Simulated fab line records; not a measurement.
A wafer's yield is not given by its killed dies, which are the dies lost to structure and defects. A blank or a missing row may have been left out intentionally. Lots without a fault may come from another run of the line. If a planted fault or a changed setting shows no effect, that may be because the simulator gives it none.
Chamber matching    flow n5 finfet    N5_HKMG_FIN_ETCH_54 on rie diel-06 has 4 sister chambers
The step etches SiARC in CF4, target depth 45.5 nm, time 75.8 s. 4 wafers are shown with their chamber, then 12 later ones without.

== WAFERS PAIRED WITH THEIR CHAMBERS ==
wafer   chamber  showerhead plenum p Torr (Torr)
L089.4  2        2.28
L089.5  0        2.11
L090.1  3        2.16
L090.5  1        2.12

== WAFERS WITHOUT THEIR CHAMBER ==
wafer   showerhead plenum p Torr (Torr)
L091.2  2.28
L091.3  2.11
L091.4  2.16
L093.2  2.11
L093.4  2.11
L093.5  2.28
L094.1  2.15
L094.4  2.11
L094.6  2.11
L095.1  2.15
L095.3  2.11
L095.4  2.10

== WHICH CHAMBER EACH WENT THROUGH ==
wafer    from the rows above   in truth
L091.2   2                     2
L091.3   0                     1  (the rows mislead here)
L091.4   3                     3
L093.2   0                     0
L093.4   0                     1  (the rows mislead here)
L093.5   2                     2
L094.1   3                     3
L094.4   0                     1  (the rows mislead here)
L094.6   0                     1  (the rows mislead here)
L095.1   3                     3
L095.3   0                     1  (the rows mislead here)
L095.4   0                     0
Correctly placed: 7 of 12. Not placeable from these rows: 0. 5 placed wrongly.
How it was worked out, from the rows above alone: a wafer's distance from a chamber is the root of the sum, over the readings, of the square of ((its reading less the chamber's mean) divided by the reading's scatter). If the next closest chamber is less than 2 further off than the closest, the wafer can't be placed; otherwise it belongs to the closest. The mean given for a chamber averages the wafers shown for that chamber. The scatter (one wafer shown for each chamber): square how far every hidden wafer sits from the nearest shown wafer, average those squares and take the square root.
